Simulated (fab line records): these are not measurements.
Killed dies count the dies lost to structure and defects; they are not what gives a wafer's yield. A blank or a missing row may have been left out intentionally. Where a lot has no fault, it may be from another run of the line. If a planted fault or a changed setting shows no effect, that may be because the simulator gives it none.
Chamber matching | flow n5-finfet | rie-diel-06 running N5_BEOL_M11_ETCH_62: 4 sister chambers
The step etches SOC in N2/H2, target depth 110 nm, overetch 22 nm, time 165 s. 4 wafers are shown with their chamber, then 11 later ones without.

## WAFERS WITH THEIR CHAMBER
wafer  | chamber | showerhead-plenum-p-Torr (Torr)
L080.2 | 3       | 2.49
L082.1 | 1       | 2.40
L083.5 | 2       | 2.65
L081.1 | 0       | 2.57

## WAFERS WITHOUT THEIR CHAMBER
wafer  | showerhead-plenum-p-Torr (Torr)
L081.4 | 2.39
L081.5 | 2.39
L089.2 | 2.48
L089.4 | 2.56
L089.6 | 2.48
L092.2 | 2.71
L092.4 | 2.65
L092.5 | 2.56
L096.2 | 2.56
L096.3 | 2.64
L096.5 | 2.64

## THE CHAMBER EACH PASSED THROUGH
wafer  | from the rows above | in truth
L081.4 | 1                   | 1
L081.5 | 1                   | 1
L089.2 | 3                   | 3
L089.4 | 0                   | 0
L089.6 | 3                   | 3
L092.2 | 2                   | 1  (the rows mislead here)
L092.4 | 2                   | 2
L092.5 | 0                   | 0
L096.2 | 0                   | 0
L096.3 | 2                   | 2
L096.5 | 2                   | 2
Correct placement for 10 of the 11. Left unplaced by these rows: 0. 1 placed wrongly.
How it was worked out, from the rows above alone: a wafer's distance from a chamber is the root of the sum, over the readings, of the square of ((its reading less the chamber's mean) divided by the reading's scatter). The wafer belongs to the nearest chamber; if the next one is less than 2 further off, it can't be placed. The mean given for a chamber averages the wafers shown for that chamber. The scatter: root of mean squared gap, hidden wafer to nearest shown wafer, with one shown wafer a chamber.
